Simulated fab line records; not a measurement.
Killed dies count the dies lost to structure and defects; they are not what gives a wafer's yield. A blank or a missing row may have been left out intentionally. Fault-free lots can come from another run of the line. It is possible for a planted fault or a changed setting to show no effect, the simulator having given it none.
fab line records	flow nand_harc
[record] lots = 12	wafers = 36	last_day = 33
route steps=1302 shown P_BONDPAD@385 A_ZERO_WELL@403 A_ONON_D1@438 A_CHANNEL_HOLE_D1@462 END@1302
lots untouched by any fault: they come from a run of this same line in which no faults occurred
start_h: start of the lot's first displayed wafer, in hours after the record's first day	wait_h: time in hours since the lot's previous step	" same as the row above	L1.1+2: several wafers, shown together as one row	- no value, or no start was given	* or withheld: withheld	< > ~ a bound
route shown NAME@n: names a module that has steps shown in the file, with the first one's number in the route	usual: the fault-free wafers' mean and standard deviation	same: alike in all rows	chamber/n: place in a boat	sites: per-site readings	_std_site: standard deviation of those values	_edge_site: the outer-site mean with the inner-site mean subtracted	radius_mm: for every site, how far away it sits from the centre of the wafer	mask NAME#n: copy n	behind: the tool/chamber that last shaped the wafer	hold: what put the lot on hold/how long, in hours/how the hold closed	device: names the non-switching transistor (n, p or np)	end of line: tests run on the same wafers once the route is complete	a step given without rows: its recipe and nothing more	killed: not the wafer's yield, but the dies lost to structure and defects at the first sort	map: dies across one wafer; x = killed, . = not, _ = none there
set.NAME: the setting as run; set.NAME@STEP: as run at that earlier step	model.NAME: the simulator's own value behind a step, which no gauge read
route steps across a sampled set of lots; one table per step, one row per wafer
services: the hour from which a tool's chamber was out of use, counted from the record's first day as start_h (under 0 if before that day), plus the number of hours and why
[[steps]]
[step NHARC_P_BONDPAD_INSPECT_23]
[usual] raw_defect_count = 328/120
lot.wafer	tool	chamber	start_h	wait_h	raw_defect_count
L286.2	defect_inspect-02	-	141.29	0.0	438
L286.4	"	-	"	"	236
L286.5	"	-	"	"	386
L290.3	defect_inspect-01	-	171.78	0.0	256
L290.4	"	-	"	"	519
L290.6	"	-	"	"	428
L291.1	defect_inspect-01	-	184.86	0.0	293
L291.3	"	-	"	"	267
L291.4	"	-	"	"	276
L293.3	defect_inspect-02	-	218.52	0.0	176
L293.5	"	-	"	"	200
L293.6	"	-	"	"	186
L294.3	defect_inspect-02	-	227.36	0.0	124
L294.4	"	-	"	"	251
L294.6	"	-	"	"	270
L298.3	defect_inspect-02	-	259.83	0.0	397
L298.4	"	-	"	"	640
L298.6	"	-	"	"	450
L302.2	defect_inspect-02	-	302.69	0.0	182
L302.5	"	-	"	"	203
L302.6	"	-	"	"	196
L303.2	defect_inspect-02	-	304.54	0.0	349
L303.5	"	-	"	"	267
L303.6	"	-	"	"	392
L304.2	defect_inspect-02	-	313.06	0.0	193
L304.4	"	-	"	"	351
L304.5	"	-	"	"	229
L305.1	defect_inspect-01	-	324.40	0.0	254
L305.2	"	-	"	"	468
L305.5	"	-	"	"	424
L306.1	defect_inspect-01	-	340.38	0.0	278
L306.3	"	-	"	"	319
L306.5	"	-	"	"	169
L309.1	defect_inspect-01	-	366.36	0.0	400
L309.3	"	-	"	"	399
L309.5	"	-	"	"	608
[step NHARC_A_ZERO_WELL_DESCUM_12]
[recipe] time_s = 3	o2_flow_sccm = 200	ar_flow_sccm = 0	bias_power_w = 0	chemistry = O2
[usual] drypump_motor_current_A = 5.7/0.51	mfc_ar_sccm = 0.007/0.0086	o2_flow_sccm = 200.0/0.59	oes_product_au = 1.001/0.0074	rf_vpp_V = 58.0/0.87	showerhead_plenum_p_Torr = 1.95/0.071	throttle_valve_pct = 11.310/0.0098
lot.wafer	tool	chamber	start_h	wait_h	drypump_motor_current_A	mfc_ar_sccm	o2_flow_sccm	oes_product_au	rf_hours_counter_h	rf_vpp_V	showerhead_plenum_p_Torr	throttle_valve_pct
L286.4	rie_diel-03	3	142.63	-	6.2	0.024	199.8	1.007	8	57.7	2.07	11.302
L286.2	"	1	"	"	5.6	0.006	200.1	1.012	11	58.0	2.01	11.318
L286.5	"	3	"	"	6.2	0.024	199.4	1.005	-	59.5	2.07	11.324
L290.4	rie_diel-07	0	173.13	-	4.8	0.020	200.0	1.001	2	57.3	1.92	11.305
L290.3	"	2	"	"	6.0	0	200.2	1.000	2	57.8	1.96	11.315
L290.6	"	3	"	"	6.0	0	200.2	1.004	-	57.3	1.85	11.313
L291.3	rie_diel-07	2	186.32	-	6.0	0	200.9	1.006	2	59.8	1.96	11.303
L291.1	"	0	"	"	4.8	0.020	199.1	0.995	2	57.4	1.92	11.301
L291.4	"	2	"	"	6.0	0	201.4	1.002	-	57.2	1.96	11.319
L293.3	rie_diel-11	3	219.90	-	6.6	0.005	200.3	1.002	18	58.5	1.81	11.307
L293.5	"	1	"	"	5.5	0.016	200.9	1.002	-	58.1	1.95	11.316
L293.6	"	2	"	"	5.4	0.013	199.5	0.998	-	57.5	1.96	11.307
L294.3	rie_diel-03	3	228.71	-	6.2	0.024	199.3	1.002	41	58.2	2.06	11.338
L294.4	"	1	"	"	5.6	0.006	200.2	1.000	36	57.5	2.00	11.318
L294.6	"	2	"	"	6.4	0.000	200.3	1.000	-	58.2	1.85	11.306
L298.3	rie_diel-03	1	261.33	-	5.6	0.006	199.5	1.006	46	57.8	2.00	11.295
L298.4	"	3	"	"	6.2	0.024	200.2	0.994	49	58.8	2.06	11.310
L298.6	"	0	"	"	5.7	0.008	201.1	1.008	-	58.6	1.88	11.295
L302.2	rie_diel-07	2	304.17	-	5.9	0	201.4	1.005	0	58.3	1.95	11.308
L302.5	"	0	"	"	4.8	0.020	199.5	1.008	-	57.0	1.92	11.299
L302.6	"	1	"	"	6.0	0	200.2	0.991	-	58.3	2.04	11.344
L303.2	rie_diel-07	3	306.04	-	6.1	0	200.5	1.003	0	57.3	1.85	11.300
L303.5	"	0	"	"	4.8	0.020	200.4	1.007	-	57.3	1.92	11.306
L303.6	"	1	"	"	6.0	0	200.0	0.997	-	57.5	2.05	11.306
L304.2	rie_diel-03	2	314.41	-	6.4	0.000	200.8	1.003	7	57.2	1.84	11.315
L304.4	"	2	"	"	6.4	0.000	200.3	1.003	-	56.3	1.84	11.298
L304.5	"	1	"	"	5.6	0.006	199.6	1.002	-	57.9	1.99	11.316
L305.2	rie_diel-07	0	325.88	-	4.8	0.020	200.0	1.019	1	58.7	1.92	11.309
L305.1	"	1	"	"	6.0	0	200.3	0.993	1	59.1	2.05	11.304
L305.5	"	3	"	"	6.1	0	200.5	0.995	-	58.2	1.85	11.303
L306.1	rie_diel-07	2	341.85	-	6.0	0	200.4	1.000	1	57.5	1.95	11.308
L306.3	"	3	"	"	6.1	0	200.3	0.998	1	58.1	1.85	11.302
L306.5	"	3	"	"	6.1	0	199.9	0.994	-	57.4	1.85	11.301
L309.1	rie_diel-07	3	367.85	-	6.1	0	199.4	0.992	2	57.2	1.85	11.308
L309.3	"	0	"	"	4.8	0.020	200.4	1.007	2	58.2	1.92	11.303
L309.5	"	1	"	"	6.0	0	199.0	0.988	-	56.6	2.04	11.320
[step NHARC_A_ONON_D1_DEP_19]
[recipe] target_thk_a = 10000	n2_flow_sccm = 2750	n2o_flow_sccm = 2000	nh3_flow_sccm = 500	sih4_flow_sccm = 210	temp_c = 400
[usual] n2o_flow_sccm = 2000/6.5
lot.wafer	tool	chamber	start_h	wait_h	n2o_flow_sccm
L286.2	pecvd_onon-02	0	177.36	0.1	2002
L286.4	"	0	"	"	2005
L286.5	"	0	"	"	1999
L290.3	pecvd_onon-03	0	205.92	0.2	2004
L290.4	"	0	"	"	2009
L290.6	"	0	"	"	2010
L291.1	pecvd_onon-02	0	220.46	0.1	1990
L291.3	"	0	"	"	2005
L291.4	"	0	"	"	2000
L293.3	pecvd_onon-04	0	251.90	0.2	1991
L293.5	"	0	"	"	1991
L293.6	"	0	"	"	1993
L294.3	pecvd_onon-04	0	261.72	0.2	2009
L294.4	"	0	"	"	2013
L294.6	"	0	"	"	2006
L298.3	pecvd_onon-04	0	290.80	0.2	2006
L298.4	"	0	"	"	2006
L298.6	"	0	"	"	1999
L303.2	pecvd_onon-02	0	336.68	0.1	2002
L303.5	"	0	"	"	1998
L303.6	"	0	"	"	1997
L302.2	pecvd_onon-04	0	336.68	0.1	1990
L302.5	"	0	"	"	1994
L302.6	"	0	"	"	1990
L304.2	pecvd_onon-02	0	351.64	0.1	2003
L304.4	"	0	"	"	2003
L304.5	"	0	"	"	2005
L305.1	pecvd_onon-04	0	358.46	0.1	2000
L305.2	"	0	"	"	1996
L305.5	"	0	"	"	1999
L306.1	pecvd_onon-03	0	374.78	0.1	2003
L306.3	"	0	"	"	2007
L306.5	"	0	"	"	2010
L309.1	pecvd_onon-04	0	403.35	0.1	2003
L309.3	"	0	"	"	2003
L309.5	"	0	"	"	1992
[step NHARC_A_ONON_D1_THK_MEAS_21]
[recipe] thk_meas_gauge = ellipsometry
[usual] thk_nm = 1002/13
lot.wafer	tool	chamber	start_h	wait_h	hold	thk_nm
L286.2	film_metro-02	-	177.82	-	-	1000
L286.4	"	-	"	"	-	1000
L286.5	"	-	"	"	-	1000
L290.3	film_metro-01	-	206.31	-	-	1010
L290.4	"	-	"	"	-	1009
L290.6	"	-	"	"	-	1012
L291.1	film_metro-01	-	220.97	-	-	1017
L291.3	"	-	"	"	-	1016
L291.4	"	-	"	"	-	1016
L293.3	film_metro-02	-	252.29	-	-	1004
L293.5	"	-	"	"	-	1004
L293.6	"	-	"	"	-	1004
L294.3	film_metro-02	-	262.12	-	-	1018
L294.4	"	-	"	"	-	1017
L294.6	"	-	"	"	-	1018
L298.3	film_metro-01	-	291.20	-	-	991
L298.4	"	-	"	"	-	989
L298.6	"	-	"	"	-	989
L303.2	film_metro-02	-	337.13	-	await_dispo/0.2h/release	627
L303.5	"	-	"	"	await_dispo/0.2h/release	1006
L303.6	"	-	"	"	await_dispo/0.2h/release	626
L303.2	film_metro-02	-	337.30	0.2	-	626
L303.5	"	-	"	"	-	1005
L303.6	"	-	"	"	-	627
L302.2	film_metro-01	-	337.14	-	-	1024
L302.5	"	-	"	"	-	1023
L302.6	"	-	"	"	-	1022
L304.2	film_metro-01	-	352.09	-	await_dispo/0.2h/release	612
L304.4	"	-	"	"	await_dispo/0.2h/release	609
L304.5	"	-	"	"	await_dispo/0.2h/release	990
L304.2	film_metro-01	-	352.26	0.2	-	611
L304.4	"	-	"	"	-	608
L304.5	"	-	"	"	-	988
L305.1	film_metro-02	-	358.96	-	-	984
L305.2	"	-	"	"	-	985
L305.5	"	-	"	"	-	985
L306.1	film_metro-01	-	375.29	-	-	1012
L306.3	"	-	"	"	-	1013
L306.5	"	-	"	"	-	1014
L309.1	film_metro-02	-	403.86	-	-	999
L309.3	"	-	"	"	-	1001
L309.5	"	-	"	"	-	1000
[step NHARC_A_CHANNEL_HOLE_D1_CD_MEAS_10]
[recipe] target_cd_nm = 100	landing_energy_ev = 500
[usual] cd_nm = 100.1/0.51
[same] landing_energy_ev = 500
lot.wafer	tool	chamber	start_h	wait_h	cd_nm
L286.2	cd_sem-02	0	183.91	-	99.2
L286.4	"	0	"	"	99.5
L286.5	"	0	"	"	99.6
L290.3	cd_sem-01	0	216.68	-	100.0
L290.4	"	0	"	"	100.0
L290.6	"	0	"	"	99.4
L291.1	cd_sem-01	0	227.52	-	100.3
L291.3	"	0	"	"	99.7
L291.4	"	0	"	"	100.2
L293.3	cd_sem-02	0	258.74	-	100.6
L293.5	"	0	"	"	100.3
L293.6	"	0	"	"	100.3
L294.3	cd_sem-01	0	268.68	-	101.4
L294.4	"	0	"	"	99.9
L294.6	"	0	"	"	101.2
L298.3	cd_sem-02	0	296.14	-	99.9
L298.4	"	0	"	"	99.7
L298.6	"	0	"	"	100.0
L302.2	cd_sem-02	0	342.07	-	100.2
L302.5	"	0	"	"	99.8
L302.6	"	0	"	"	100.2
L303.5	cd_sem-03	0	346.56	-	100.3
L304.5	cd_sem-01	0	360.38	-	99.8
L305.1	cd_sem-01	0	363.80	-	100.5
L305.2	"	0	"	"	101.0
L305.5	"	0	"	"	100.1
L306.1	cd_sem-03	0	382.19	-	99.2
L306.3	"	0	"	"	99.8
L306.5	"	0	"	"	100.1
L309.1	cd_sem-02	0	410.85	-	100.5
L309.3	"	0	"	"	100.7
L309.5	"	0	"	"	100.6
[step NHARC_END_SORT_01]
[recipe] temp_c = 25
[usual] killed_at_array = 59/19	killed_at_other = 0.6/0.85	killed_at_periphery = 3.8/2.5	killed_dies = 64/19	killed_open = 3.3/1.8	killed_short = 2.2/1.6
[same] gross_dies = 677
lot.wafer	tool	chamber	start_h	wait_h	hold	killed_at_array	killed_at_other	killed_at_periphery	killed_dies	killed_open	killed_short
L286.2	prober-02	0	565.82	2.8	-	8	0	4	12	3	1
L286.4	prober-02	0	567.41	3.4	-	19	1	3	23	2	3
L286.5	prober-02	0	568.21	3.7	-	17	1	6	24	3	3
L290.3	prober-01	0	607.50	3.1	-	89	0	0	89	1	5
L290.4	prober-01	0	608.29	3.4	-	78	0	4	82	3	4
L290.6	prober-01	0	609.87	4.0	-	68	0	1	69	0	2
L291.1	prober-01	0	617.01	2.5	-	72	0	7	79	3	3
L291.3	prober-01	0	618.60	3.1	-	74	0	2	76	2	2
L291.4	prober-01	0	619.40	3.4	-	67	0	9	76	8	2
L293.3	prober-01	0	646.14	3.1	-	58	1	4	63	4	1
L293.5	prober-01	0	647.72	3.7	-	70	2	4	76	4	4
L293.6	prober-01	0	648.51	4.0	-	59	0	2	61	0	2
L294.3	prober-01	0	654.06	3.1	-	89	0	0	89	6	3
L294.4	prober-01	0	654.86	3.4	-	78	1	3	82	3	3
L294.6	prober-01	0	656.45	4.0	-	67	1	7	75	5	3
L298.3	prober-01	0	691.06	3.1	-	59	1	2	62	3	0
L298.4	prober-01	0	691.86	3.4	-	62	1	1	64	4	2
L298.6	prober-01	0	693.46	4.0	-	60	0	2	62	0	5
L303.2	prober-01	0	728.35	2.8	await_dispo/1.6h/release	672	3	2	677	2	2
L303.5	prober-01	0	730.71	3.7	await_dispo/1.6h/release	72	1	0	73	2	0
L303.6	prober-01	0	731.50	3.9	await_dispo/1.6h/release	672	1	4	677	1	0
L302.2	prober-02	0	736.98	2.8	-	60	0	2	62	1	3
L302.5	prober-02	0	739.40	3.7	-	58	0	5	63	7	3
L302.6	prober-02	0	740.21	4.0	-	55	1	4	60	3	2
L304.2	prober-01	0	762.55	2.8	await_dispo/3.8h/release	668	0	9	677	4	3
L304.4	prober-01	0	764.15	3.4	await_dispo/3.8h/release	674	0	3	677	2	4
L304.5	prober-01	0	764.94	3.7	await_dispo/3.8h/release	73	1	6	80	4	3
L305.1	prober-02	0	764.97	2.5	-	25	0	3	28	4	0
L305.2	prober-02	0	765.77	2.8	-	24	1	2	27	4	1
L305.5	prober-02	0	768.17	3.7	-	31	0	6	37	7	3
L309.1	prober-02	0	780.70	2.5	-	62	0	13	75	6	1
L309.3	prober-02	0	782.30	3.1	-	55	0	12	67	1	7
L309.5	prober-02	0	783.90	3.7	-	73	1	6	80	6	1
L306.1	prober-01	0	780.71	2.5	-	46	1	4	51	1	1
L306.3	prober-01	0	782.31	3.1	-	60	0	2	62	3	2
L306.5	prober-01	0	783.92	3.7	-	47	0	3	50	4	3
// killed by level:class
L286.2 A_CHANNEL_HOLE_D2:chamber_film_flake=4 A_CHANNEL_HOLE_D1:geometric_particle:open=1 A_SGD_CUT:geometric_particle:short=1 A_WL_FILL:geometric_particle:open=1 A_BLC:geometric_particle:open=1 P_ZERO_WELL:chamber_film_flake=1 P_STI:chamber_film_flake=1 P_GATE:chamber_film_flake=1
L286.4 A_CHANNEL_HOLE_D2:chamber_film_flake=6 A_CHANNEL_HOLE_D1:chamber_film_flake=3 P_GATE:chamber_film_flake=2 A_STAIRCASE:chamber_film_flake=2 A_CONTACT:chamber_film_flake=2 A_ONON_D1:geometric_particle:short=1 A_ONON_D1:geometric_particle:open=1 A_CHANNEL_FILL_D1:geometric_particle:open=1
L286.5 A_CHANNEL_HOLE_D2:chamber_film_flake=6 A_STAIRCASE:chamber_film_flake=3 A_ONON_D2:geometric_particle:open=2 P_STI:chamber_film_flake=2 P_GATE:chamber_film_flake=2 P_GATE:geometric_particle:open=1 A_SOURCE_PLATE:geometric_particle:short=1 A_ONON_D1:geometric_particle:short=1
L290.3 A_CHANNEL_HOLE_D1:chamber_film_flake=34 A_SLIT:chamber_film_flake=24 A_CHANNEL_HOLE_D2:chamber_film_flake=15 A_STAIRCASE:chamber_film_flake=5 A_CONTACT:chamber_film_flake=4 A_ONON_D1:geometric_particle:short=1 A_CHANNEL_FILL_D1:geometric_particle:short=1 A_DECK1_JOINT:geometric_particle:short=1
L290.4 A_SLIT:chamber_film_flake=28 A_CHANNEL_HOLE_D1:chamber_film_flake=20 A_CHANNEL_HOLE_D2:chamber_film_flake=9 A_CONTACT:chamber_film_flake=6 A_STAIRCASE:chamber_film_flake=5 A_WL_FILL:chamber_film_flake=3 A_DECK1_JOINT:geometric_particle:open=2 P_STI:chamber_film_flake=2
L290.6 A_SLIT:chamber_film_flake=21 A_CHANNEL_HOLE_D1:chamber_film_flake=19 A_CHANNEL_HOLE_D2:chamber_film_flake=15 A_STAIRCASE:chamber_film_flake=6 A_CONTACT:chamber_film_flake=6 P_M0:geometric_particle:short=1 A_DECK1_JOINT:geometric_particle:short=1
L291.1 A_CHANNEL_HOLE_D2:chamber_film_flake=32 A_SLIT:chamber_film_flake=28 P_GATE:chamber_film_flake=6 A_CONTACT:chamber_film_flake=4 A_WL_FILL:geometric_particle:short=2 A_CHANNEL_HOLE_D1:chamber_film_flake=2 P_M0:geometric_particle:open=1 A_CHANNEL_HOLE_D2:geometric_particle:open=1
L291.3 A_CHANNEL_HOLE_D2:chamber_film_flake=36 A_SLIT:chamber_film_flake=23 A_CONTACT:chamber_film_flake=8 P_CONTACT:geometric_particle:open=1 A_SOURCE_PLATE:geometric_particle:open=1 A_CHANNEL_FILL_D1:geometric_particle:short=1 A_STAIRCASE:geometric_particle:short=1 P_GATE:chamber_film_flake=1
L291.4 A_SLIT:chamber_film_flake=28 A_CHANNEL_HOLE_D2:chamber_film_flake=21 A_CONTACT:chamber_film_flake=7 P_GATE:chamber_film_flake=4 A_CHANNEL_HOLE_D1:chamber_film_flake=3 P_M0:geometric_particle:open=2 A_CHANNEL_FILL_D2:geometric_particle:open=2 P_GATE:geometric_particle:open=1
L293.3 A_CHANNEL_HOLE_D1:chamber_film_flake=31 A_CHANNEL_HOLE_D2:chamber_film_flake=19 P_CONTACT:geometric_particle:open=2 P_GATE:chamber_film_flake=2 A_STAIRCASE:chamber_film_flake=2 A_ONON_D1:geometric_particle:open=1 A_ONON_D2:geometric_particle:short=1 A_WL_FILL:geometric_particle:open=1
L293.5 A_CHANNEL_HOLE_D1:chamber_film_flake=37 A_CHANNEL_HOLE_D2:chamber_film_flake=20 A_WL_FILL:geometric_particle:short=3 A_STAIRCASE:chamber_film_flake=3 A_ONON_D2:geometric_particle:open=2 P_STI:chamber_film_flake=2 A_CONTACT:chamber_film_flake=2 THIN_TSV:chamber_film_flake=2
L293.6 A_CHANNEL_HOLE_D2:chamber_film_flake=30 A_CHANNEL_HOLE_D1:chamber_film_flake=23 P_STI:chamber_film_flake=2 A_CHANNEL_FILL_D1:chamber_film_flake=2 A_ONON_D1:geometric_particle:short=1 A_WL_FILL:geometric_particle:short=1 A_SLIT:chamber_film_flake=1 A_CONTACT:chamber_film_flake=1
L294.3 A_CHANNEL_HOLE_D1:chamber_film_flake=34 A_SLIT:chamber_film_flake=23 A_CHANNEL_HOLE_D2:chamber_film_flake=14 A_BONDPAD:chamber_film_flake=3 A_CHANNEL_FILL_D2:geometric_particle:short=2 A_CHANNEL_FILL_D2:geometric_particle:open=2 A_STAIRCASE:chamber_film_flake=2 A_CONTACT:chamber_film_flake=2
L294.4 A_SLIT:chamber_film_flake=25 A_CHANNEL_HOLE_D1:chamber_film_flake=21 A_CHANNEL_HOLE_D2:chamber_film_flake=15 A_CONTACT:chamber_film_flake=4 A_BONDPAD:chamber_film_flake=4 A_CHANNEL_FILL_D2:chamber_film_flake=2 P_M0:geometric_particle:open=1 A_ONON_D1:geometric_particle:short=1
L294.6 A_SLIT:chamber_film_flake=25 A_CHANNEL_HOLE_D1:chamber_film_flake=22 A_CHANNEL_HOLE_D2:chamber_film_flake=10 A_BONDPAD:chamber_film_flake=5 P_GATE:chamber_film_flake=3 P_STI:geometric_particle:short=1 P_CONTACT:geometric_particle:open=1 P_CONTACT:geometric_particle:short=1
L298.3 A_SLIT:chamber_film_flake=38 A_WL_FILL:chamber_film_flake=9 A_STAIRCASE:chamber_film_flake=3 P_GATE:chamber_film_flake=2 A_CHANNEL_HOLE_D1:chamber_film_flake=2 A_CONTACT:chamber_film_flake=2 A_WL_FILL:geometric_particle:open=1 A_M0:geometric_particle:open=1
L298.4 A_SLIT:chamber_film_flake=35 A_CONTACT:chamber_film_flake=9 A_CHANNEL_HOLE_D1:chamber_film_flake=8 A_SGD_CUT:geometric_particle:open=2 A_ONON_D1:geometric_particle:open=1 A_CHANNEL_FILL_D1:geometric_particle:short=1 A_CHANNEL_HOLE_D2:geometric_particle:short=1 A_CONTACT:geometric_particle:open=1
L298.6 A_SLIT:chamber_film_flake=40 A_CONTACT:chamber_film_flake=4 A_ONON_D1:geometric_particle:short=3 A_CHANNEL_HOLE_D1:chamber_film_flake=3 A_DECK1_JOINT:chamber_film_flake=3 A_STAIRCASE:chamber_film_flake=3 A_WL_FILL:chamber_film_flake=2 P_GATE:geometric_particle:short=1
L303.2 A_ONON_D1:area_dep=595 A_CHANNEL_HOLE_D1:chamber_film_flake=35 A_CHANNEL_HOLE_D2:chamber_film_flake=21 A_SGD_CUT:chamber_film_flake=6 A_STAIRCASE:chamber_film_flake=3 A_CONTACT:chamber_film_flake=3 THIN_TSV:chamber_film_flake=3 A_SLIT:chamber_film_flake=2
L303.5 A_CHANNEL_HOLE_D1:chamber_film_flake=29 A_CHANNEL_HOLE_D2:chamber_film_flake=19 A_SLIT:chamber_film_flake=6 A_WL_FILL:chamber_film_flake=5 A_SGD_CUT:chamber_film_flake=4 A_CONTACT:chamber_film_flake=3 A_STAIRCASE:chamber_film_flake=2 A_CHANNEL_HOLE_D2:geometric_particle:open=1
L303.6 A_ONON_D1:area_dep=601 A_CHANNEL_HOLE_D1:chamber_film_flake=25 A_CHANNEL_HOLE_D2:chamber_film_flake=22 P_ZERO_WELL:chamber_film_flake=4 A_SGD_CUT:chamber_film_flake=4 A_CONTACT:chamber_film_flake=4 A_CHANNEL_FILL_D2:chamber_film_flake=3 A_SLIT:chamber_film_flake=3
L302.2 A_SLIT:chamber_film_flake=28 A_CHANNEL_HOLE_D1:chamber_film_flake=12 A_CONTACT:chamber_film_flake=6 A_ZERO_WELL:chamber_film_flake=4 A_STAIRCASE:chamber_film_flake=2 A_SGD_CUT:chamber_film_flake=2 A_CHANNEL_HOLE_D1:geometric_particle:short=1 A_CHANNEL_FILL_D1:geometric_particle:short=1
L302.5 A_SLIT:chamber_film_flake=25 A_CONTACT:chamber_film_flake=11 A_CHANNEL_HOLE_D1:chamber_film_flake=9 P_STI:chamber_film_flake=3 P_M0:geometric_particle:open=2 A_CHANNEL_HOLE_D1:geometric_particle:short=2 A_ZERO_WELL:chamber_film_flake=2 A_CHANNEL_HOLE_D1:geometric_particle:open=1
L302.6 A_SLIT:chamber_film_flake=25 A_CHANNEL_HOLE_D1:chamber_film_flake=10 A_CONTACT:chamber_film_flake=5 P_STI:chamber_film_flake=3 A_STAIRCASE:chamber_film_flake=3 A_ZERO_WELL:chamber_film_flake=2 A_CHANNEL_FILL_D2:chamber_film_flake=2 A_BLC:chamber_film_flake=2
L304.2 A_ONON_D1:area_dep=612 A_SLIT:chamber_film_flake=27 A_CHANNEL_HOLE_D1:chamber_film_flake=18 A_ZERO_WELL:chamber_film_flake=3 P_STI:chamber_film_flake=2 P_GATE:chamber_film_flake=2 A_STAIRCASE:chamber_film_flake=2 P_CONTACT:geometric_particle:short=1
L304.4 A_ONON_D1:area_dep=601 A_SLIT:chamber_film_flake=33 A_CHANNEL_HOLE_D1:chamber_film_flake=24 P_GATE:chamber_film_flake=3 A_WL_FILL:chamber_film_flake=3 A_CONTACT:chamber_film_flake=3 A_ONON_D2:geometric_particle:short=2 A_DECK1_JOINT:chamber_film_flake=2
L304.5 A_SLIT:chamber_film_flake=36 A_CHANNEL_HOLE_D1:chamber_film_flake=22 A_CONTACT:chamber_film_flake=7 P_GATE:chamber_film_flake=4 P_M1:geometric_particle:open=1 A_ONON_D1:geometric_particle:open=1 A_CHANNEL_FILL_D1:geometric_particle:short=1 A_WL_FILL:geometric_particle:short=1
L305.1 A_CHANNEL_HOLE_D1:chamber_film_flake=11 A_SLIT:chamber_film_flake=6 P_GATE:chamber_film_flake=2 P_GATE:geometric_particle:open=1 A_CHANNEL_FILL_D1:geometric_particle:open=1 A_CHANNEL_FILL_D2:geometric_particle:open=1 A_M0:geometric_particle:open=1 A_ZERO_WELL:chamber_film_flake=1
L305.2 A_CHANNEL_HOLE_D1:chamber_film_flake=13 A_SLIT:chamber_film_flake=3 A_STAIRCASE:chamber_film_flake=2 A_DECK1_JOINT:geometric_particle:open=1 A_CHANNEL_FILL_D2:geometric_particle:short=1 A_WL_FILL:geometric_particle:open=1 A_BLC:geometric_particle:open=1 A_M1:geometric_particle:open=1
L305.5 A_CHANNEL_HOLE_D1:chamber_film_flake=9 A_DECK1_JOINT:chamber_film_flake=5 A_SLIT:chamber_film_flake=5 P_CONTACT:chamber_film_flake=2 A_CHANNEL_FILL_D2:chamber_film_flake=2 A_M1:chamber_film_flake=2 P_GATE:geometric_particle:open=1 P_CONTACT:geometric_particle:open=1
L309.1 A_SLIT:chamber_film_flake=27 A_CHANNEL_HOLE_D2:chamber_film_flake=15 A_CHANNEL_HOLE_D1:chamber_film_flake=11 P_BONDPAD:chamber_film_flake=6 P_GATE:chamber_film_flake=3 A_CONTACT:chamber_film_flake=3 P_CONTACT:geometric_particle:open=1 P_M0:geometric_particle:open=1
L306.1 A_SLIT:chamber_film_flake=27 A_CHANNEL_HOLE_D1:chamber_film_flake=7 A_CONTACT:chamber_film_flake=4 A_STAIRCASE:chamber_film_flake=3 P_ZERO_WELL:chamber_film_flake=2 P_BONDPAD:chamber_film_flake=2 A_DECK1_JOINT:chamber_film_flake=2 A_ONON_D1:geometric_particle:open=1
L309.3 A_CHANNEL_HOLE_D2:chamber_film_flake=18 A_SLIT:chamber_film_flake=12 A_CHANNEL_HOLE_D1:chamber_film_flake=11 P_BONDPAD:chamber_film_flake=7 A_STAIRCASE:chamber_film_flake=5 P_M0:geometric_particle:short=2 P_GATE:chamber_film_flake=2 A_CONTACT:chamber_film_flake=2
L306.3 A_SLIT:chamber_film_flake=31 A_CHANNEL_HOLE_D1:chamber_film_flake=13 A_STAIRCASE:chamber_film_flake=6 A_CONTACT:chamber_film_flake=5 A_CHANNEL_FILL_D2:chamber_film_flake=2 P_CONTACT:geometric_particle:open=1 P_M0:geometric_particle:open=1 A_ONON_D2:geometric_particle:short=1
L309.5 A_SLIT:chamber_film_flake=29 A_CHANNEL_HOLE_D2:chamber_film_flake=18 A_CHANNEL_HOLE_D1:chamber_film_flake=11 A_CONTACT:chamber_film_flake=4 A_STAIRCASE:chamber_film_flake=3 P_M0:geometric_particle:open=2 P_GATE:chamber_film_flake=2 P_BONDPAD:chamber_film_flake=2
L306.5 A_SLIT:chamber_film_flake=18 A_CHANNEL_HOLE_D1:chamber_film_flake=15 A_CONTACT:chamber_film_flake=4 A_DECK1_JOINT:chamber_film_flake=2 P_M0:geometric_particle:short=1 A_CHANNEL_FILL_D1:geometric_particle:open=1 A_CHANNEL_FILL_D2:geometric_particle:open=1 A_SGD_CUT:geometric_particle:short=1
[[services]]
tool	chamber	start_h	hours	kind
rie_diel-07	0	126.20	-	clean
rie_diel-07	1	126.20	-	clean
rie_diel-07	2	126.20	-	clean
pecvd_onon-04	-	130.63	13.0	pm
rie_diel-11	2	135.82	1.6	repair
rie_diel-07	3	184.65	4.8	repair
pecvd_onon-02	-	185.09	13.0	pm
pecvd_onon-03	-	186.71	2.8	repair
rie_diel-03	1	195.82	15.9	repair
rie_diel-03	3	197.77	4.1	repair
rie_diel-07	2	208.69	2.3	repair
pecvd_onon-03	-	227.00	13.0	pm
pecvd_onon-04	-	241.68	7.7	repair
rie_diel-03	0	244.83	3.6	repair
rie_diel-11	-	255.71	9.0	pm
rie_diel-03	0	279.80	36.7	repair
rie_diel-03	-	282.06	9.0	pm
rie_diel-11	3	303.54	6.8	repair
pecvd_onon-04	-	311.91	13.0	pm
rie_diel-03	3	312.32	4.8	repair
pecvd_onon-02	-	366.09	13.0	pm
rie_diel-03	0	373.60	1.3	repair
rie_diel-03	3	389.08	1.6	repair
rie_diel-07	0	391.09	1.3	repair
[[key]]
[first_sign] step = NHARC_A_ONON_D1_THK_MEAS_21	reading = visit	direction = added
[effect] step = NHARC_A_ONON_D1_THK_MEAS_21	reading = thk_nm	direction = down	sigmas = 30	usual = 1002	struck = 618
[effect] step = NHARC_END_SORT_01	reading = killed_dies	direction = up	sigmas = 33	usual = 64	struck = 677
[more_kills_born_at] NHARC_A_ONON_D1_DEP_19@pecvd_onon-02 = 2409
met_at NHARC_A_ONON_D1_DEP_19
struck_lots L303,L304
struck_wafers L303.2,L303.6,L304.2,L304.4
later_rows_left_out L303.2,L303.6,L304.2,L304.4
tester_left_out L303,L304
not_acting_at NHARC_P_BONDPAD_INSPECT_23,NHARC_A_ZERO_WELL_DESCUM_12,NHARC_A_CHANNEL_HOLE_D1_CD_MEAS_10
onset_between 220.46 336.68
[fault] kind = process_parameter_drift	tool = pecvd_onon-02	chamber = -	onset_h = 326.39	steps = NHARC_A_ONON_D1_DEP_19	channel = target_thk_a	offset = *	shape = step	end_h = 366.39	scope = struck_wafers_only	acts_in = *	stated = *
// tester_left_out: of these lots the tester's yield and bins aren't shown, on N5 and GAA mostly nor the transistor test; their killed dies are dies lost to structure and defects alone, not to doping, threshold or leakage, so they don't give the yield
// later_rows_left_out: the simulator's readings of these wafers behind a module that went badly wrong aren't trusted and aren't shown, but for the sort
